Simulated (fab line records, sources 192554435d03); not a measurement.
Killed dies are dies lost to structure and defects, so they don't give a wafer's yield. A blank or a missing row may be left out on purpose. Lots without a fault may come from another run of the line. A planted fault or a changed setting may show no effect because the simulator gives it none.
Split-lot experiment | flow n5_finfet | 7 lots, 21 wafers read, on a route of 1938 steps

THE SPLIT
At N5_BEOL_M6_TRENCH_ETCH_37 (etches SiCOH lowk in C4F6/O2, target depth 94.435 nm, time 31.5 s), the setting time_s was moved away from the recipe's 31.5 s on 7 of the 21 wafers read, by -22.3% to +17.1%. The other wafers ran this setting at the recipe's value.

FROM THE SPLIT TO THE READING: what the file shows between them, 13 steps
- N5_BEOL_M6_ETCH_41: etches SiCN in CH3F/O2, target depth 29.7 nm, time 52 s
- N5_BEOL_M6_STRIP_80: strips in N2/H2, time 10 s
- N5_BEOL_M6_OCD_MEAS_38
- N5_BEOL_M6_HM_STRIP_39: strips TiN in peroxide tin strip, target depth 25 nm, time 158 s
- N5_BEOL_M6_ALD_77: deposits TaN, target thk 2 nm, pulse time 2 s, purge time 3 s (also split here: co_reactant_pulse_time_s)
- N5_BEOL_M6_SURFACE_TREAT_79
- N5_BEOL_M6_CVD_78: deposits Co from CCTBA/H2, target thk 2 nm, time 142.3 s
- N5_BEOL_M6_ECD_50: material Cu, target thk 300 nm
- N5_BEOL_M6_ANNEAL_51: time 90 s
- N5_BEOL_M6_CMP_52: polishes, stops on SiCOH lowk, t overpolish 6.9 s, target thk 80 nm
- N5_BEOL_M6_THK_MEAS_53: measures by xrf
- N5_BEOL_M6_PRE_CLEAN_55: time 15 s
- N5_BEOL_M6_DEP_56: deposits SiCN from 3MS/NH3, target thk 10 nm, time 17.5 s

THE READING
M6_RS, in ohm/sq, at N5_BEOL_M6_RS_MEAS_57 (measures by four-point-probe). Fault-free wafers of this fab line usually give 0.285 ohm/sq, standard deviation 0.0075 ohm/sq.

wafer  | tool, chamber at the split | time_s as run, s | against the recipe | M6_RS, ohm/sq | against lot-mates on the recipe
L075.3 | rie_diel-02, 1             | 28.12            | -10.7%             | 0.323         | +0.042
L075.4 | rie_diel-02, 1             | 31.5             | recipe             | 0.278         | -
L075.5 | rie_diel-02, 2             | 31.5             | recipe             | 0.285         | -
L078.1 | rie_diel-02, 0             | 36.88            | +17.1%             | 0.228         | -0.058
L078.2 | rie_diel-02, 2             | 31.5             | recipe             | 0.284         | -
L078.6 | rie_diel-02, 3             | 31.5             | recipe             | 0.289         | -
L079.4 | rie_diel-04, 1             | 31.5             | recipe             | 0.282         | -
L079.5 | rie_diel-04, 2             | 31.5             | recipe             | 0.276         | -
L079.6 | rie_diel-04, 3             | 31.5             | recipe             | 0.280         | -
L090.3 | rie_diel-02, 1             | 29.4             | -6.7%              | 0.316         | +0.015
L090.5 | rie_diel-02, 0             | 29.4             | -6.7%              | 0.315         | +0.014
L090.6 | rie_diel-02, 3             | 31.5             | recipe             | 0.301         | -
L092.1 | rie_diel-02, 0             | 31.5             | recipe             | 0.274         | -
L092.3 | rie_diel-02, 3             | 31.5             | recipe             | 0.301         | -
L092.5 | rie_diel-02, 2             | 31.5             | recipe             | 0.296         | -
L091.2 | rie_diel-04, 0             | 31.5             | recipe             | 0.291         | -
L091.4 | rie_diel-04, 3             | 31.5             | recipe             | 0.292         | -
L091.6 | rie_diel-04, 1             | 24.48            | -22.3%             | 0.424         | +0.133
L094.2 | rie_diel-01, 0             | 31.5             | recipe             | 0.289         | -
L094.3 | rie_diel-01, 2             | 33.78            | +7.2%              | 0.262         | -0.027
L094.5 | rie_diel-01, 0             | 33.78            | +7.2%              | 0.263         | -0.026

THE FIT
A straight line over all 21 wafers: M6_RS changes by -0.00469 ohm/sq for each +1% of time_s; r = -0.95; the points scatter about the line by 0.012 ohm/sq.
The same after taking each lot's own level away (the mean of its wafers on the recipe; 21 wafers): -0.00452 ohm/sq for each +1%; r = -0.95; scatter 0.011 ohm/sq.
On that fit, the largest move of time_s shifts the reading by 0.1 ohm/sq.
The lots' own levels span 0.2793 to 0.3010 ohm/sq, that is 2.9 times the standard deviation above.
So the lot-to-lot level changes the slope little: the two slopes agree.
Check: with one of the wafers moved furthest among these (-22.3%) left out of the fit, the line predicts +0.074 ohm/sq for it against its lot-mates. It came out at +0.133 ohm/sq against them.

OTHER SPLITS ON THESE WAFERS
These wafers also went through other splits before the reading. Each is held against what the fit with the lots' levels taken away leaves over:
other split on the same wafers             | wafers away from the commonest value | r with M6_RS (lot level and that fit taken away)
N5_BEOL_M4_ETCH_64 bias_w                  | 9                                    | -0.16
N5_BEOL_M4_COAT_22 spin_rpm                | 7                                    | -0.23
N5_BEOL_M6_ILD_DEP_00 time_s               | 4                                    | +0.19
N5_BEOL_M6_PECVD_70 time_s                 | 4                                    | +0.37
N5_BEOL_M6_ALD_77 co_reactant_pulse_time_s | 6                                    | +0.36

THE WHOLE CHAIN: every reading that the file lists as answering this split, in the file's order
step                      | what it does                                                        | reading                                                                          | change (the file's fit)                | r (the file's)
N5_BEOL_M6_TRENCH_ETCH_37 | etches SiCOH lowk in C4F6/O2, target depth 94.435 nm, time 31.5 s   | BEOL_M6.feature_depth_nm (the simulator's own value, which no gauge read)        | +0.964 nm for each +1% of the setting  | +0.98
N5_BEOL_M6_TRENCH_ETCH_37 | etches SiCOH lowk in C4F6/O2, target depth 94.435 nm, time 31.5 s   | etch.depth_nm (the simulator's own value, which no gauge read)                   | +0.962 nm for each +1% of the setting  | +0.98
N5_BEOL_M6_TRENCH_ETCH_37 | etches SiCOH lowk in C4F6/O2, target depth 94.435 nm, time 31.5 s   | TiN_of_BEOL_M6_HM_DEP_02.thk_nm (the simulator's own value, which no gauge read) | -0.0241 nm for each +1% of the setting | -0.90
N5_BEOL_M6_OCD_MEAS_38    |                                                                     | trench_depth_nm                                                                  | +0.966 nm for each +1% of the setting  | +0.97
N5_BEOL_M6_CMP_52         | polishes, stops on SiCOH lowk, t overpolish 6.9 s, target thk 80 nm | Cu_of_BEOL_M6_ECD_50.thk_nm (the simulator's own value, which no gauge read)     | +0.935 nm for each +1% of the setting  | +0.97
N5_BEOL_M6_THK_MEAS_53    | measures by xrf                                                     | M6_THK                                                                           | +0.945 for each +1% of the setting     | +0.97
N5_BEOL_M6_RS_MEAS_57     | measures by four-point-probe                                        | M6_RS                                                                            | -0.00468 for each +1% of the setting   | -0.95

THE FILE'S OWN FIT
M6_RS changes by -0.00468 ohm/sq for each +1% of time_s, r = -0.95.
